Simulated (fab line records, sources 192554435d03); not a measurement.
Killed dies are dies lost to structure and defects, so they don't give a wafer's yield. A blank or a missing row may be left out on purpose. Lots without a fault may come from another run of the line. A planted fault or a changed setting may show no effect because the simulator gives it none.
Chamber matching | flow n5_finfet | N5_BEOL_M5_PRE_CLEAN_77 on cvd_co-02: 3 sister chambers
The step time 15 s. 3 wafers are shown with their chamber, then 8 later ones without.

WAFERS WITH THEIR CHAMBER
wafer  | chamber | heater_power_w (W)
L991.4 | 2       | 64
L991.6 | 0       | 94
L992.4 | 1       | 96

WAFERS WITHOUT THEIR CHAMBER
wafer  | heater_power_w (W)
L992.5 | 95
L992.6 | 66
L993.1 | 65
L993.3 | 96
L993.6 | 97
L994.1 | 77
L994.3 | 65
L994.4 | 96

WHICH CHAMBER EACH WENT THROUGH
wafer  | from the rows above          | in truth
L992.5 | can't be placed: 0 or 1      | 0
L992.6 | 2                            | 2
L993.1 | 2                            | 2
L993.3 | can't be placed: 1 or 0      | 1
L993.6 | can't be placed: 1 or 0      | 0
L994.1 | can't be placed: 2 or 0 or 1 | 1
L994.3 | 2                            | 2
L994.4 | can't be placed: 1 or 0      | 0
Placed correctly: 3 of 8. Can't be placed from these rows: 5 (the true chamber is among the candidates in 5). Placed wrongly: 0.
How it was worked out, from the rows above alone: a wafer's distance from a chamber is the root of the sum, over the readings, of the square of ((its reading less the chamber's mean) divided by the reading's scatter). The wafer belongs to the nearest chamber; if the next one is less than 2 further off, it can't be placed. A chamber's mean is the mean of its shown wafers. The scatter: with one shown wafer a chamber, the root of the mean of the squares of how far each hidden wafer lies from its nearest shown one.
